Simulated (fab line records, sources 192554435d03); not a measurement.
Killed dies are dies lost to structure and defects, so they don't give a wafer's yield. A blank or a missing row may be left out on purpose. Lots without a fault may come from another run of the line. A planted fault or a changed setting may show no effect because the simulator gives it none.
Which tool did it? | flow n5_finfet | 24 lots, 72 wafers sampled, at 6 steps of a route of 1938

WHAT THE GAUGES READ, wafer by wafer
N5_BEOL_M12_CD_MEAS_28: target cd 160.2 nm. Usual: cd_nm 160.8 nm, standard deviation 1.4.
lot  | measured     | on        | cd_nm (nm)        | flag
L075 | day 9 21:46  | cd_sem-02 | 162.8 163.9 162.7 |
L074 | day 10 21:29 | cd_sem-01 | 158.1 156.9 159.3 |
L076 | day 11 01:05 | cd_sem-02 | 159.7 163.2 160.4 |
L078 | day 11 12:06 | cd_sem-02 | 158.2 159.8 161.0 |
L077 | day 11 12:35 | cd_sem-03 | 161.1 160.4 159.8 |
L079 | day 12 02:18 | cd_sem-02 | 159.2 157.3 160.2 |
L081 | day 12 09:14 | cd_sem-02 | 160.3 160.2 160.2 |
L080 | day 12 10:09 | cd_sem-03 | 163.1 161.9 162.0 |
L083 | day 12 16:09 | cd_sem-01 | 161.8 162.8 160.4 |
L082 | day 12 17:19 | cd_sem-03 | 161.7 162.5 162.3 |
L084 | day 12 17:42 | cd_sem-03 | 158.9 160.0 158.6 |
L086 | day 13 20:25 | cd_sem-01 | 163.8 164.8 162.7 |
L085 | day 13 21:11 | cd_sem-01 | 160.4 159.1 160.7 |
L087 | day 14 00:41 | cd_sem-03 | 160.3 159.6 158.7 |
L088 | day 14 01:34 | cd_sem-02 | 161.1 161.3 159.6 |
L090 | day 14 07:23 | cd_sem-01 | 161.2 161.9 160.3 |
L089 | day 14 13:43 | cd_sem-02 | 162.0 160.2 161.0 |
L091 | day 14 18:52 | cd_sem-01 | 159.9 161.8 159.9 |
L092 | day 15 04:31 | cd_sem-02 | 160.6 160.9 160.5 |
L093 | day 15 09:27 | cd_sem-02 | 161.2 161.2 161.5 |
L094 | day 15 11:56 | cd_sem-03 | 160.0 160.0 160.7 |
L095 | day 15 19:47 | cd_sem-02 | 160.7 160.9 161.6 |
L096 | day 15 21:23 | cd_sem-02 | 160.8 160.2 159.8 |
L097 | day 16 02:14 | cd_sem-02 | 161.2 159.5 160.4 |

N5_BEOL_M12_THK_MEAS_50: measures by xrf. Usual: M12_THK 319 nm, standard deviation 7.5.
lot  | measured     | on            | M12_THK (nm) | flag
L075 | day 10 02:08 | film_metro-01 | 326 327 331  |
L074 | day 10 23:49 | film_metro-01 | 314 317 322  |
L076 | day 11 05:24 | film_metro-02 | 311 306 310  |
L078 | day 11 16:43 | film_metro-02 | 315 314 310  |
L077 | day 11 16:59 | film_metro-02 | 313 327 326  |
L079 | day 12 06:16 | film_metro-02 | 305 308 307  |
L081 | day 12 15:18 | film_metro-01 | 314 312 313  |
L080 | day 12 13:59 | film_metro-01 | 327 330 320  |
L083 | day 12 20:44 | film_metro-02 | 325 328 318  |
L082 | day 12 21:01 | film_metro-01 | 316 316 307  |
L084 | day 12 21:02 | film_metro-02 | 322 319 313  |
L086 | day 14 00:40 | film_metro-01 | 325 329 323  |
L085 | day 14 01:04 | film_metro-01 | 331 330 325  |
L087 | day 14 02:51 | film_metro-02 | 322 314 314  |
L088 | day 14 06:19 | film_metro-02 | 320 324 327  |
L090 | day 14 10:49 | film_metro-01 | 318 310 311  |
L089 | day 14 19:28 | film_metro-01 | 324 321 324  |
L091 | day 14 23:16 | film_metro-02 | 328 325 331  |
L092 | day 15 08:27 | film_metro-02 | 320 323 326  |
L093 | day 15 14:25 | film_metro-02 | 326 320 326  |
L094 | day 15 15:41 | film_metro-01 | 307 307 309  |
L095 | day 16 01:23 | film_metro-02 | 326 327 327  |
L096 | day 16 04:08 | film_metro-01 | 330 320 329  |
L097 | day 16 04:43 | film_metro-01 | 326 328 320  |

N5_BEOL_M12_INSPECT_55: inspects for defects (darkfield). Usual: raw_defect_count 72, standard deviation 20.
lot  | measured     | on                | raw_defect_count | flag
L075 | day 10 02:17 | defect_inspect-02 | 99 90 67         |
L074 | day 11 00:00 | defect_inspect-02 | 53 114 59        |
L076 | day 11 05:33 | defect_inspect-01 | 85 77 65         |
L078 | day 11 16:54 | defect_inspect-01 | 110 77 55        |
L077 | day 11 17:10 | defect_inspect-01 | 59 57 47         |
L079 | day 12 06:26 | defect_inspect-02 | 95 124 85        |
L081 | day 12 15:27 | defect_inspect-02 | 58 62 67         |
L080 | day 12 14:08 | defect_inspect-02 | 47 76 64         |
L083 | day 12 20:55 | defect_inspect-02 | 57 95 53         |
L082 | day 12 21:11 | defect_inspect-01 | 35 82 98         |
L084 | day 12 21:14 | defect_inspect-01 | 60 40 51         |
L086 | day 14 00:49 | defect_inspect-01 | 56 91 114        |
L085 | day 14 01:13 | defect_inspect-02 | 70 51 52         |
L087 | day 14 03:00 | defect_inspect-02 | 64 55 97         |
L088 | day 14 06:28 | defect_inspect-02 | 68 62 88         |
L090 | day 14 10:58 | defect_inspect-02 | 54 58 47         |
L089 | day 14 19:37 | defect_inspect-01 | 72 80 45         |
L091 | day 14 23:25 | defect_inspect-02 | 58 65 97         |
L092 | day 15 08:37 | defect_inspect-01 | 66 56 122        |
L093 | day 15 14:35 | defect_inspect-02 | 54 60 133        |
L094 | day 15 15:50 | defect_inspect-02 | 103 63 77        |
L095 | day 16 01:32 | defect_inspect-02 | 85 68 68         |
L096 | day 16 04:18 | defect_inspect-02 | 39 43 47         |
L097 | day 16 04:52 | defect_inspect-02 | 64 52 49         |

WHICH TOOL RAN EACH LOT (tool, then ch and the chambers of the sampled wafers, then the start)
lot  | N5_BEOL_M12_STRIP_64                 | N5_BEOL_M12_DESCUM_33              | N5_BEOL_M12_SPUTTER_43
L075 | plasma_asher-02 ch 1, day 9 21:18    | rie_diel-03 ch 0,2,3, day 9 21:59  | pvd_sputter-02, day 10 01:07
L074 | plasma_asher-01 ch 0,1, day 10 21:00 | rie_diel-05 ch 1,2, day 10 21:34   | pvd_sputter-03, day 10 22:49
L076 | plasma_asher-02 ch 0,1, day 11 00:29 | rie_diel-05 ch 0,1,3, day 11 01:18 | pvd_sputter-01, day 11 04:17
L078 | plasma_asher-02 ch 0,1, day 11 11:35 | rie_diel-05 ch 1,2,3, day 11 12:11 | pvd_sputter-01, day 11 15:05
L077 | plasma_asher-02 ch 0,1, day 11 12:07 | rie_diel-03 ch 1,2, day 11 12:41   | pvd_sputter-02, day 11 15:20
L079 | plasma_asher-02 ch 0,1, day 12 01:39 | rie_diel-05 ch 1,2, day 12 02:23   | pvd_sputter-01, day 12 04:32
L081 | plasma_asher-02 ch 0,1, day 12 08:38 | rie_diel-05 ch 0,3, day 12 09:19   | pvd_sputter-03, day 12 14:17
L080 | plasma_asher-02 ch 0,1, day 12 09:33 | rie_diel-04 ch 0,1,3, day 12 10:14 | pvd_sputter-03, day 12 12:59
L083 | plasma_asher-01 ch 0,1, day 12 15:34 | rie_diel-04 ch 0,1,2, day 12 16:14 | pvd_sputter-01, day 12 19:19
L082 | plasma_asher-01 ch 0, day 12 16:50   | rie_diel-05 ch 0,2,3, day 12 17:24 | pvd_sputter-03, day 12 19:29
L084 | plasma_asher-01 ch 0,1, day 12 17:06 | rie_diel-04 ch 0,1,3, day 12 17:47 | pvd_sputter-03, day 12 19:48
L086 | plasma_asher-01 ch 0, day 13 19:56   | rie_diel-04 ch 0,3, day 13 20:38   | pvd_sputter-03, day 13 23:38
L085 | plasma_asher-01 ch 0,1, day 13 20:35 | rie_diel-04 ch 0,3, day 13 21:16   | pvd_sputter-03, day 14 00:03
L087 | plasma_asher-02 ch 0,1, day 14 00:10 | rie_diel-03 ch 1,2, day 14 00:48   | pvd_sputter-01, day 14 01:50
L088 | plasma_asher-02 ch 0,1, day 14 00:58 | rie_diel-04 ch 0,2,3, day 14 01:47 | pvd_sputter-03, day 14 05:12
L090 | plasma_asher-01 ch 0,1, day 14 06:47 | rie_diel-05 ch 0,1,3, day 14 08:08 | pvd_sputter-03, day 14 09:23
L089 | plasma_asher-02 ch 0,1, day 14 13:07 | rie_diel-04 ch 0,2, day 14 13:49   | pvd_sputter-01, day 14 17:08
L091 | plasma_asher-01 ch 0,1, day 14 18:24 | rie_diel-04 ch 0,3, day 14 18:56   | pvd_sputter-03, day 14 22:07
L092 | plasma_asher-01 ch 0,1, day 15 04:03 | rie_diel-03 ch 1,2,3, day 15 04:37 | pvd_sputter-01, day 15 07:14
L093 | plasma_asher-02 ch 0,1, day 15 08:59 | rie_diel-03 ch 1,2,3, day 15 10:14 | pvd_sputter-01, day 15 13:24
L094 | plasma_asher-02 ch 0,1, day 15 11:28 | rie_diel-05 ch 0,1,3, day 15 12:01 | pvd_sputter-02, day 15 14:38
L095 | plasma_asher-01 ch 0, day 15 19:19   | rie_diel-03 ch 0,3, day 15 19:52   | pvd_sputter-02, day 16 00:23
L096 | plasma_asher-01 ch 0,1, day 15 20:55 | rie_diel-03 ch 0,1,2, day 15 21:28 | pvd_sputter-01, day 16 03:05
L097 | plasma_asher-01 ch 0,1, day 16 01:46 | rie_diel-04 ch 0,2,3, day 16 02:20 | pvd_sputter-02, day 16 03:42
- N5_BEOL_M12_STRIP_64: strips in N2/H2.
- N5_BEOL_M12_DESCUM_33: chemistry O2, time 7.9 s.
- N5_BEOL_M12_SPUTTER_43: material TaN, target thk 15 nm, time 24.19 s.

WHAT THE TOOLS THEMSELVES READ (means of the sampled wafers that have a number; where no wafer has one, the mark that the record gives instead)
N5_BEOL_M12_STRIP_64. Usual: drypump_motor_current_A 6.38 A, standard deviation 0.21; heater_power_w 351 W, standard deviation 33; oes_product_au 0.715 a.u., standard deviation 0.0039; strip_time_to_endpoint_s 31.32 s, standard deviation 0.073.
lot  | tool            | drypump_motor_current_A (A) | heater_power_w (W) | oes_product_au (a.u.) | strip_time_to_endpoint_s (s) | flag
L075 | plasma_asher-02 | 6.56                        | 326                | 0.715                 | 31.46                        |
L074 | plasma_asher-01 | 6.28                        | 360                | 0.716                 | 31.30                        |
L076 | plasma_asher-02 | 6.37                        | 330                | 0.718                 | 31.39                        |
L078 | plasma_asher-02 | 6.47                        | 335                | 0.717                 | 31.34                        |
L077 | plasma_asher-02 | 6.47                        | 324                | 0.713                 | 31.27                        |
L079 | plasma_asher-02 | 6.35                        | 327                | 0.717                 | 31.28                        |
L081 | plasma_asher-02 | 6.47                        | 330                | 0.719                 | 31.42                        |
L080 | plasma_asher-02 | 6.46                        | 332                | 0.711                 | 31.29                        |
L083 | plasma_asher-01 | 6.28                        | 361                | 0.711                 | 31.37                        |
L082 | plasma_asher-01 | 6.60                        | 404                | 0.716                 | 31.30                        |
L084 | plasma_asher-01 | 6.26                        | 361                | 0.714                 | 31.25                        |
L086 | plasma_asher-01 | 6.60                        | 408                | 0.716                 | 31.28                        |
L085 | plasma_asher-01 | 6.43                        | 389                | 0.714                 | 31.40                        |
L087 | plasma_asher-02 | 6.45                        | 328                | 0.714                 | 31.32                        |
L088 | plasma_asher-02 | 6.46                        | 329                | 0.718                 | 31.38                        |
L090 | plasma_asher-01 | 6.23                        | 361                | 0.718                 | 31.31                        |
L089 | plasma_asher-02 | 6.47                        | 325                | 0.710                 | 31.32                        |
L091 | plasma_asher-01 | 6.42                        | 379                | 0.717                 | 31.19                        |
L092 | plasma_asher-01 | 6.41                        | 388                | 0.714                 | 31.25                        |
L093 | plasma_asher-02 | 6.36                        | 337                | 0.716                 | 31.22                        |
L094 | plasma_asher-02 | 6.46                        | 328                | 0.714                 | 31.33                        |
L095 | plasma_asher-01 | 6.61                        | 409                | 0.716                 | 31.34                        |
L096 | plasma_asher-01 | 6.26                        | 360                | 0.716                 | 31.23                        |
L097 | plasma_asher-01 | 6.41                        | 388                | 0.713                 | 31.34                        |

N5_BEOL_M12_DESCUM_33. Usual: drypump_motor_current_A 5.8 A, standard deviation 0.45; oes_product_au 0.82 a.u., standard deviation 0.082; rf_vpp_V 243.2 V, standard deviation 1.5; showerhead_plenum_p_Torr 2.10 Torr, standard deviation 0.078; throttle_valve_pct 20.37 %, standard deviation 0.25.
lot  | tool        | drypump_motor_current_A (A) | oes_product_au (a.u.) | rf_vpp_V (V) | showerhead_plenum_p_Torr (Torr) | throttle_valve_pct (%) | flag
L075 | rie_diel-03 | 6.2                         | 0.80                  | 242.4        | 2.04                            | 20.40                  |
L074 | rie_diel-05 | 5.6                         | 0.84                  | 242.3        | 2.04                            | 20.31                  |
L076 | rie_diel-05 | 5.6                         | 0.80                  | 242.9        | 2.10                            | 20.25                  |
L078 | rie_diel-05 | 5.5                         | 0.77                  | 243.3        | 2.07                            | 20.38                  |
L077 | rie_diel-03 | 6.1                         | 0.78                  | 242.8        | 2.05                            | 20.37                  |
L079 | rie_diel-05 | 5.4                         | 0.78                  | 241.2        | 2.02                            | 20.24                  |
L081 | rie_diel-05 | 5.5                         | 0.76                  | 244.2        | 2.11                            | 20.05                  |
L080 | rie_diel-04 | 6.0                         | 0.91                  | 244.2        | 2.14                            | 20.53                  |
L083 | rie_diel-04 | 6.0                         | 0.88                  | 244.4        | 2.17                            | 20.45                  |
L082 | rie_diel-05 | 5.5                         | 0.74                  | 244.0        | 2.08                            | 20.18                  |
L084 | rie_diel-04 | 6.0                         | 0.90                  | 243.2        | 2.13                            | 20.54                  |
L086 | rie_diel-04 | 5.8                         | 0.90                  | 243.4        | 2.07                            | 20.49                  |
L085 | rie_diel-04 | 5.8                         | 0.89                  | 242.4        | 2.07                            | 20.50                  |
L087 | rie_diel-03 | 5.6                         | 0.88                  | 242.2        | 2.06                            | 20.32                  |
L088 | rie_diel-04 | 5.8                         | 0.90                  | 243.4        | 2.14                            | 20.36                  |
L090 | rie_diel-05 | 5.6                         | 0.76                  | 244.0        | 2.09                            | 20.28                  |
L089 | rie_diel-04 | 5.7                         | 0.87                  | 242.7        | 2.10                            | 20.42                  |
L091 | rie_diel-04 | 5.8                         | 0.87                  | 243.1        | 2.07                            | 20.51                  |
L092 | rie_diel-03 | 6.0                         | 0.88                  | 242.5        | 2.05                            | 20.30                  |
L093 | rie_diel-03 | 6.0                         | 0.87                  | 242.9        | 2.05                            | 20.29                  |
L094 | rie_diel-05 | 5.6                         | 0.75                  | 243.5        | 2.09                            | 20.31                  |
L095 | rie_diel-03 | 6.0                         | 0.84                  | 242.6        | 2.03                            | 20.36                  |
L096 | rie_diel-03 | 5.8                         | 0.82                  | 242.9        | 2.04                            | 20.38                  |
L097 | rie_diel-04 | 5.9                         | 0.87                  | 244.1        | 2.13                            | 20.39                  |

N5_BEOL_M12_SPUTTER_43. Usual: susceptor_temp_C 49.99 C, standard deviation 0.11; throttle_valve_pct 30.0 %, standard deviation 1.1.
lot  | tool           | susceptor_temp_C (C) | throttle_valve_pct (%) | flag
L075 | pvd_sputter-02 | 50.05                | 30.2                   |
L074 | pvd_sputter-03 | 49.93                | 30.4                   |
L076 | pvd_sputter-01 | 49.95                | 30.0                   |
L078 | pvd_sputter-01 | 50.04                | 30.6                   |
L077 | pvd_sputter-02 | 49.90                | 30.1                   |
L079 | pvd_sputter-01 | 49.99                | 29.8                   |
L081 | pvd_sputter-03 | 50.04                | 31.1                   |
L080 | pvd_sputter-03 | 50.10                | 29.7                   |
L083 | pvd_sputter-01 | 50.07                | 29.9                   |
L082 | pvd_sputter-03 | 49.98                | 30.4                   |
L084 | pvd_sputter-03 | 50.02                | 31.1                   |
L086 | pvd_sputter-03 | 50.00                | 29.7                   |
L085 | pvd_sputter-03 | 49.93                | 30.3                   |
L087 | pvd_sputter-01 | 49.91                | 30.0                   |
L088 | pvd_sputter-03 | 49.99                | 30.5                   |
L090 | pvd_sputter-03 | 49.98                | 30.4                   |
L089 | pvd_sputter-01 | 49.97                | 29.9                   |
L091 | pvd_sputter-03 | 49.91                | 30.4                   |
L092 | pvd_sputter-01 | 50.06                | 29.8                   |
L093 | pvd_sputter-01 | 49.96                | 30.0                   |
L094 | pvd_sputter-02 | 50.06                | 30.3                   |
L095 | pvd_sputter-02 | 49.95                | 30.1                   |
L096 | pvd_sputter-01 | 50.03                | 30.1                   |
L097 | pvd_sputter-02 | 49.92                | 29.5                   |

THE ANSWER, worked out from the rows above alone
Rule: a lot is off if the mean of its wafers that have a number lies more than 3 standard deviations from the usual mean. A lot without any number at a reading at which 4 lots or more have one is off too. The other lots that the step has rows for count as sound. The gauges are gone through in route order, then the tools' own readings, and for those a lot's mean is taken as printed above. The first step at which some lot is off is used, and at that step the reading that is off furthest; a lot without a number counts as furthest.
No lot is off at any reading shown: from this, nothing can be told.

WHAT THE SIMULATOR HAD PUT IN
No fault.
